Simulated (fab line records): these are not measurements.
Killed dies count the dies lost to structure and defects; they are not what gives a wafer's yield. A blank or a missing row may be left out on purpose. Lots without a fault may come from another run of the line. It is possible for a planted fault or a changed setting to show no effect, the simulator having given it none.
What tool caused it? -- flow n5_finfet -- Sampling: 6 lots, 15 wafers, 2 of 1938 route steps

## WHAT THE GAUGES SHOWED, per wafer
N5_BEOL_M11_OVL_MEAS_12.
lot,measured,on,M11_OVL (nm)
L577,day 13 03:26,overlay-02,-0.3 -0.1 1.6
L579,day 13 14:30,overlay-01,-0.4 -0.4
L585,day 15 07:06,overlay-02,-1.6 -1.1
L587,day 15 10:05,overlay-01,0.1 0.6
L591,day 16 23:11,overlay-01,-0.1 -0.3 1.0
L593,day 18 05:53,overlay-01,-0.2 -0.8 -0.4

## WHICH TOOL RAN EACH LOT (tool, then ch and the chambers of the sampled wafers, then the start)
lot,N5_BEOL_M10_SURFACE_TREAT_76
L577,"pvd_sputter-02, day 12 22:34"
L579,"pvd_sputter-02, day 13 09:48"
L585,"pvd_sputter-02, day 15 00:10"
L587,"pvd_sputter-02, day 15 06:04"
L591,"pvd_sputter-03, day 16 15:45"
L593,"pvd_sputter-02, day 18 02:26"
- N5_BEOL_M10_SURFACE_TREAT_76

## THE ANSWER, worked out from the rows above alone
Rule: the usual values come from the lots themselves. Put in order of their means at a reading, lots are off if they are a third of the lots or fewer, leave a main group of 4 or more, and stand apart from it by a gap of 3 or more times the standard deviation of the main group's means; of several such gaps the widest counts. If all means in a main group match to the digits the tables above print for the reading, that group is not used. Also off: a lot with no number at a reading for which 4 or more lots have one. Where the step has rows for the other lots, those lots are counted as sound.
None of the lots is off at any reading shown; this tells nothing.

## WHAT THE SIMULATOR HAD PUT IN
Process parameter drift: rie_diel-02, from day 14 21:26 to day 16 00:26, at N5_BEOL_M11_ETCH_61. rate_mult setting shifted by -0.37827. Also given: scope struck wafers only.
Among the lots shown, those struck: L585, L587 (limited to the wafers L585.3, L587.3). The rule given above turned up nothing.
